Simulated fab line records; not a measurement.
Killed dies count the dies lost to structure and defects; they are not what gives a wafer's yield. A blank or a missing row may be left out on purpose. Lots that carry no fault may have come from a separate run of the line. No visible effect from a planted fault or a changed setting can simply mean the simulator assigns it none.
fab line records	flow nandHarc
[record] lots = 12	wafers = 36	lastDay = 33
route steps=1302 shown P_STI@91 P_GATE@138 END@1302
lots with no fault: from the same line, run without faults
startH: the number of hours between the record's first day and the start of the first shown wafer of the lot	waitH: hours since the lot's step before	" the same as in the row above	L1.1+2: one row covering several wafers at once	- either no value or no given start	* or withheld: withheld	< > ~ a bound
route shown NAME@n: a module of which the file shows steps, and the number in the route of the first	usual: average and standard deviation across the fault-free wafers	same: alike in all rows	chamber/n: place in a boat	sites: the reading at each site	_std_site: standard deviation across them	_edge_site: outer sites' mean less inner sites'	radiusMm: how far each site lies from the wafer's centre	mask NAME#n: copy n	behind: the last tool/chamber to shape the wafer	hold: what put the lot on hold/how long, in hours/how the hold closed	device: names the non-switching transistor (n, p or np)	end of line: tests run on the same wafers once the route is complete	step lacking rows: just its recipe	killed: dies that structure and defects cost at the first sort, which is not the same as the wafer's yield	map: a wafer's dies, x killed, . not, _ none there
set.NAME: setting as actually run; set.NAME@STEP: the setting as run at that earlier step	model.NAME: the simulator's own value behind a step, which no gauge read
a sample of lots followed through the steps of the route, with each step as a table and each wafer as a row
services: from which hour (startH, from the record's first day; less than 0 if before it) a tool's chamber was out of use, for how many hours, and why
[[steps]]
[step NHARC_P_STI_CD_MEAS_16]
[usual] cdNm = 198.7/2.7
lot.wafer	tool	chamber	startH	waitH	cdNm
L801.2	cdSem-01	-	44.27	-	200.2
L801.3	"	-	"	"	200.3
L801.5	"	-	"	"	198.5
L802.2	cdSem-02	-	55.22	-	198.5
L802.3	"	-	"	"	192.5
L802.5	"	-	"	"	197.1
L803.3	cdSem-02	-	63.31	-	202.1
L803.5	"	-	"	"	201.0
L803.6	"	-	"	"	202.0
L806.2	cdSem-01	-	95.12	-	200.1
L806.5	"	-	"	"	196.0
L806.6	"	-	"	"	195.6
L807.3	cdSem-03	-	105.24	-	200.0
L807.4	"	-	"	"	203.1
L807.6	"	-	"	"	197.3
L816.2	cdSem-03	-	193.81	-	199.4
L816.3	"	-	"	"	202.9
L816.4	"	-	"	"	197.2
L817.4	cdSem-03	-	202.96	-	201.2
L817.5	"	-	"	"	199.4
L817.6	"	-	"	"	201.3
L818.3	cdSem-02	-	216.91	-	196.3
L818.4	"	-	"	"	198.7
L818.5	"	-	"	"	196.8
L821.1	cdSem-03	-	243.17	-	204.7
L821.3	"	-	"	"	203.8
L821.6	"	-	"	"	200.5
L822.1	cdSem-02	-	255.17	-	193.0
L822.4	"	-	"	"	195.7
L822.5	"	-	"	"	192.7
L823.2	cdSem-03	-	263.43	-	196.7
L823.4	"	-	"	"	200.3
L823.5	"	-	"	"	195.6
L824.1	cdSem-01	-	273.73	-	198.7
L824.3	"	-	"	"	199.3
L824.5	"	-	"	"	197.5
[step NHARC_P_STI_OCD_MEAS_43]
[usual] trenchDepthNm = 299/5.1	trenchFootCdNm = 157.2/2.7
lot.wafer	tool	chamber	startH	waitH	trenchDepthNm	trenchFootCdNm
L801.2	ocd-01	-	44.86	-	305	157.6
L801.3	"	-	"	"	296	159.9
L801.5	"	-	"	"	302	157.7
L802.2	ocd-02	-	55.81	-	298	158.3
L802.3	"	-	"	"	293	153.5
L802.5	"	-	"	"	290	158.3
L803.3	ocd-02	-	63.90	-	304	158.2
L803.5	"	-	"	"	290	159.3
L803.6	"	-	"	"	304	159.1
L806.2	ocd-01	-	95.73	-	298	157.9
L806.5	"	-	"	"	300	153.5
L806.6	"	-	"	"	303	153.2
L807.3	ocd-02	-	105.83	-	293	159.0
L807.4	"	-	"	"	301	160.5
L807.6	"	-	"	"	306	156.4
L816.2	ocd-02	-	194.40	-	304	157.7
L816.3	"	-	"	"	297	161.7
L816.4	"	-	"	"	305	153.6
L817.4	ocd-01	-	203.56	-	297	160.4
L817.5	"	-	"	"	301	157.9
L817.6	"	-	"	"	297	159.3
L818.3	ocd-02	-	217.50	-	298	154.4
L818.4	"	-	"	"	297	154.9
L818.5	"	-	"	"	298	153.7
L821.1	ocd-01	-	243.77	-	298	161.6
L821.3	"	-	"	"	302	161.6
L821.6	"	-	"	"	301	158.2
L822.1	ocd-02	-	255.77	-	297	150.9
L822.4	"	-	"	"	304	153.8
L822.5	"	-	"	"	300	151.9
L823.2	ocd-01	-	264.04	-	307	155.6
L823.4	"	-	"	"	302	158.2
L823.5	"	-	"	"	300	154.2
L824.1	ocd-01	-	274.33	-	307	155.3
L824.3	"	-	"	"	299	160.3
L824.5	"	-	"	"	305	157.4
[step NHARC_P_GATE_EXPOSE_23]
[recipe] na = 1.35	targetCdNm = 120	doseMj = 93.91	maskId = P_GATE
lot.wafer	tool	chamber	startH	waitH	mask
L801.2+3+5	arfiScanner-01	0	99.68	-	P_GATE#0
L802.2+3+5	arfiScanner-02	0	110.30	-	P_GATE#0
L803.3+5+6	arfiScanner-02	0	112.42	-	P_GATE#0
L806.2+5+6	arfiScanner-01	0	145.46	-	P_GATE#0
L807.3+4+6	arfiScanner-03	0	153.58	-	P_GATE_R1#0
L816.2+3+4	arfiScanner-03	0	242.97	-	P_GATE#0
L817.4+5+6	arfiScanner-02	0	256.47	-	P_GATE#0
L818.3+4+5	arfiScanner-02	0	268.64	-	P_GATE#0
L821.1+3+6	arfiScanner-02	0	289.67	-	P_GATE#0
L822.1+4+5	arfiScanner-03	0	307.88	-	P_GATE#0
L823.2+4+5	arfiScanner-01	0	315.92	-	P_GATE#0
L824.1+3+5	arfiScanner-03	0	324.60	-	P_GATE#0
[step NHARC_P_GATE_CD_MEAS_26]
[recipe] targetCdNm = 120	landingEnergyEv = 500
[usual] cdNm = 119.9/0.52
lot.wafer	tool	chamber	startH	waitH	hold	cdNm
L801.2	cdSem-02	0	99.81	-	-	119.9
L801.3	"	0	"	"	-	120.1
L801.5	"	0	"	"	-	120.1
L802.2	cdSem-01	0	110.44	-	-	120.2
L802.3	"	0	"	"	-	121.1
L802.5	"	0	"	"	-	119.6
L803.3	cdSem-01	0	112.56	-	-	120.6
L803.5	"	0	"	"	-	119.9
L803.6	"	0	"	"	-	120.2
L806.2	cdSem-03	0	145.59	-	-	119.8
L806.5	"	0	"	"	-	119.2
L806.6	"	0	"	"	-	119.3
L807.3	cdSem-02	0	153.71	-	awaitDispo/0.2h/release	107.5
L807.4	"	0	"	"	awaitDispo/0.2h/release	106.9
L807.6	"	0	"	"	awaitDispo/0.2h/release	106.6
L807.3	cdSem-02	0	-	-	-	107.0
L807.4	"	0	"	"	-	106.3
L807.6	"	0	"	"	-	106.5
L816.2	cdSem-01	0	243.11	-	-	119.6
L816.3	"	0	"	"	-	120.0
L816.4	"	0	"	"	-	120.7
L817.4	cdSem-02	0	256.61	-	-	120.2
L817.5	"	0	"	"	-	119.8
L817.6	"	0	"	"	-	120.2
L818.3	cdSem-02	0	268.77	-	-	120.0
L818.4	"	0	"	"	-	119.5
L818.5	"	0	"	"	-	119.6
L821.1	cdSem-02	0	289.81	-	-	120.5
L821.3	"	0	"	"	-	119.8
L821.6	"	0	"	"	-	119.5
L822.1	cdSem-03	0	308.03	-	-	119.7
L822.4	"	0	"	"	-	119.8
L822.5	"	0	"	"	-	119.5
L823.2	cdSem-01	0	316.05	-	-	120.7
L823.4	"	0	"	"	-	120.5
L823.5	"	0	"	"	-	120.5
L824.1	cdSem-03	0	324.74	-	-	120.7
L824.3	"	0	"	"	-	120.6
L824.5	"	0	"	"	-	120.0
[step NHARC_P_GATE_STRIP_108]
[recipe] o2FlowSccm = 500	arFlowSccm = 0	biasW = 0	chemistry = O2
[usual] drypumpMotorCurrentA = 5.8/0.48	oesProductAu = 0.998/0.0096	rfVppV = 57.9/0.77	showerheadPlenumPTorr = 3.48/0.14	throttleValvePct = 17.037/0.0082
lot.wafer	tool	chamber	startH	waitH	drypumpMotorCurrentA	oesProductAu	rfHoursCounterH	rfVppV	showerheadPlenumPTorr	throttleValvePct
L801.2	rieDiel-02	1	100.63	-	6.3	0.994	6	57.8	3.42	17.035
L801.3	"	3	"	"	5.3	1.004	5	56.4	3.70	17.041
L801.5	"	0	"	"	5.4	0.999	-	58.7	3.44	17.045
L802.3	rieDiel-02	2	111.31	-	5.4	0.986	4	57.0	3.30	17.027
L802.2	"	0	"	"	5.3	0.996	7	58.6	3.44	17.033
L802.5	"	1	"	"	6.3	1.002	-	57.6	3.42	17.022
L803.3	rieDiel-01	3	113.39	-	5.7	0.981	1	58.6	3.56	17.050
L803.6	"	1	"	"	6.2	0.988	-	57.6	3.41	17.034
L803.5	"	2	"	"	4.9	1.007	-	58.1	3.50	17.030
L806.2	rieDiel-02	1	147.08	-	6.3	1.005	9	58.3	3.42	17.019
L806.6	"	0	"	"	5.4	1.007	-	58.3	3.44	17.033
L806.5	"	1	"	"	6.3	0.993	-	58.3	3.42	17.045
L807.3	rieDiel-09	0	157.44	-	5.5	0.995	0	57.3	3.49	17.042
L807.4	"	3	"	"	6.3	1.009	0	58.5	3.31	17.037
L807.6	"	0	"	"	5.5	0.995	-	57.5	3.49	17.039
L816.2	rieDiel-09	3	243.93	-	6.3	0.992	6	57.5	3.31	17.024
L816.3	"	0	"	"	5.5	0.994	7	57.2	3.48	17.040
L816.4	"	1	"	"	6.3	0.983	7	59.0	3.72	17.031
L817.4	rieDiel-02	1	257.43	-	6.3	1.003	1	57.2	3.42	17.027
L817.5	"	0	"	"	5.4	1.011	-	57.5	3.44	17.051
L817.6	"	1	"	"	6.3	1.003	-	58.2	3.42	17.032
L818.4	rieDiel-09	0	269.60	-	5.5	0.999	7	56.4	3.48	17.041
L818.3	"	1	"	"	6.3	0.989	7	59.1	3.72	17.031
L818.5	"	0	"	"	5.5	0.994	-	57.8	3.48	17.035
L821.3	rieDiel-02	0	290.62	-	5.4	0.988	2	58.5	3.44	17.026
L821.1	"	3	"	"	5.3	1.002	3	58.8	3.69	17.045
L821.6	"	0	"	"	5.4	0.989	-	56.4	3.44	17.032
L822.4	rieDiel-01	3	308.86	-	5.8	0.997	7	57.7	3.55	17.037
L822.1	"	1	"	"	6.2	1.014	8	57.7	3.40	17.042
L822.5	"	3	"	"	5.8	0.984	-	58.8	3.55	17.045
L823.4	rieDiel-02	2	316.88	-	5.4	1.000	5	57.7	3.29	17.034
L823.2	"	0	"	"	5.4	0.989	4	57.4	3.44	17.045
L823.5	"	2	"	"	5.4	1.006	-	56.8	3.29	17.041
L824.3	rieDiel-01	0	325.56	-	6.4	0.996	8	57.2	3.60	17.039
L824.1	"	2	"	"	4.9	1.022	7	57.5	3.50	17.046
L824.5	"	1	"	"	6.2	1.012	-	57.3	3.40	17.033
[step NHARC_END_SORT_01]
[recipe] tempC = 25
[usual] killedAtArray = 53/20	killedAtOther = 1/1.2	killedAtPeriphery = 3.7/2.6	killedDies = 58/20	killedOpen = 3.5/1.8	killedShort = 2.4/1.7
[same] grossDies = 677
lot.wafer	tool	chamber	startH	waitH	killedAtArray	killedAtOther	killedAtPeriphery	killedDies	killedOpen	killedShort
L807.3	prober-02	0	685.29	3.1	32	3	2	37	6	1
L807.4	prober-02	0	686.09	3.4	26	0	17	43	3	3
L807.6	prober-02	0	687.67	4.0	25	1	17	43	3	2
L818.3	prober-01	0	725.73	3.1	61	0	0	61	1	3
L818.4	prober-01	0	726.53	3.4	75	0	1	76	1	1
L818.5	prober-01	0	727.34	3.7	72	1	3	76	7	2
// killed by level:class
L807.3 A_CHANNEL_HOLE_D2:chamberFilmFlake=10 A_STAIRCASE:chamberFilmFlake=5 A_CHANNEL_HOLE_D1:chamberFilmFlake=4 A_M0:chamberFilmFlake=3 A_DECK1_JOINT:geometricParticle:open=2 A_SLIT:chamberFilmFlake=2 A_CONTACT:chamberFilmFlake=2 A_CHANNEL_HOLE_D1:geometricParticle:open=1
L807.4 P_GATE:areaExpose=15 A_STAIRCASE:chamberFilmFlake=11 A_CHANNEL_HOLE_D2:chamberFilmFlake=4 A_CONTACT:chamberFilmFlake=3 A_ONON_D2:geometricParticle:short=2 P_CONTACT:geometricParticle:open=1 P_M0:geometricParticle:open=1 A_WL_FILL:geometricParticle:short=1
L807.6 P_GATE:areaExpose=12 A_CHANNEL_HOLE_D2:chamberFilmFlake=6 A_STAIRCASE:chamberFilmFlake=6 P_GATE:chamberFilmFlake=4 A_CONTACT:chamberFilmFlake=3 A_CHANNEL_FILL_D1:geometricParticle:open=2 A_SLIT:chamberFilmFlake=2 A_ONON_D2:geometricParticle:short=1
L818.3 A_CHANNEL_HOLE_D1:chamberFilmFlake=34 A_SLIT:chamberFilmFlake=17 A_CONTACT:chamberFilmFlake=4 A_SOURCE_PLATE:geometricParticle:short=1 A_ONON_D2:geometricParticle:open=1 A_SGD_CUT:geometricParticle:short=1 A_WL_FILL:geometricParticle:short=1 A_DECK1_JOINT:chamberFilmFlake=1
L818.4 A_SLIT:chamberFilmFlake=36 A_CHANNEL_HOLE_D1:chamberFilmFlake=32 A_CONTACT:chamberFilmFlake=4 A_CHANNEL_FILL_D1:geometricParticle:open=1 A_CHANNEL_FILL_D2:geometricParticle:short=1 P_GATE:chamberFilmFlake=1 A_ZERO_WELL:chamberFilmFlake=1
L818.5 A_SLIT:chamberFilmFlake=31 A_CHANNEL_HOLE_D1:chamberFilmFlake=27 A_WL_FILL:chamberFilmFlake=3 A_CHANNEL_FILL_D1:geometricParticle:open=2 A_DECK1_JOINT:chamberFilmFlake=2 P_CONTACT:geometricParticle:short=1 P_CONTACT:geometricParticle:open=1 A_DECK1_JOINT:geometricParticle:open=1
[[services]]
tool	chamber	startH	hours	kind
arfiScanner-01	-	82.89	4.0	pm
rieDiel-01	3	91.89	1.6	repair
rieDiel-02	0	97.70	-	clean
rieDiel-02	1	97.70	-	clean
rieDiel-02	2	97.70	-	clean
rieDiel-02	3	97.70	-	clean
arfiScanner-01	-	113.75	2.8	repair
rieDiel-09	0	118.59	10.0	repair
rieDiel-02	0	122.21	-	clean
rieDiel-02	1	122.21	-	clean
rieDiel-02	2	122.21	-	clean
rieDiel-02	3	122.21	-	clean
rieDiel-09	0	129.41	5.3	repair
arfiScanner-02	-	140.00	4.0	pm
rieDiel-09	-	143.10	9.0	pm
arfiScanner-02	-	173.40	2.2	repair
arfiScanner-03	-	196.00	4.0	pm
rieDiel-01	-	203.99	9.0	pm
rieDiel-02	-	216.70	9.0	pm
arfiScanner-03	-	231.04	0.8	repair
arfiScanner-01	-	254.89	4.0	pm
rieDiel-01	1	288.30	1.6	repair
arfiScanner-02	-	312.00	4.0	pm
rieDiel-09	-	320.10	9.0	pm
[[key]]
[firstSign] step = NHARC_P_GATE_EXPOSE_23	reading = mask	direction = changed
[effect] step = NHARC_P_GATE_CD_MEAS_26	reading = visit	direction = added
[effect] step = NHARC_P_GATE_CD_MEAS_26	reading = cdNm	direction = down	sigmas = 25	usual = 119.9	struck = 107.0
[effect] step = NHARC_END_SORT_01	reading = killedAtPeriphery	direction = up	sigmas = 3.2	usual = 3.7	struck = 12	wafersMoved = 2
metAt NHARC_P_GATE_EXPOSE_23
struckLots L807
testerLeftOut L807
notActingAt NHARC_P_STI_CD_MEAS_16,NHARC_P_STI_OCD_MEAS_43,NHARC_P_GATE_STRIP_108
[fault] kind = wrongMask	tool = any	chamber = -	onsetH = 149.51	steps = NHARC_P_GATE_EXPOSE_23	auxCopy = P_GATE_R1#0	cdOffsetNm = -13.375	scope = struckLotsOnly
// testerLeftOut: of these lots the tester's yield and bins aren't shown, on N5 and GAA mostly nor the transistor test; their killed dies are dies lost to structure and defects alone, not to doping, threshold or leakage, so they don't give the yield
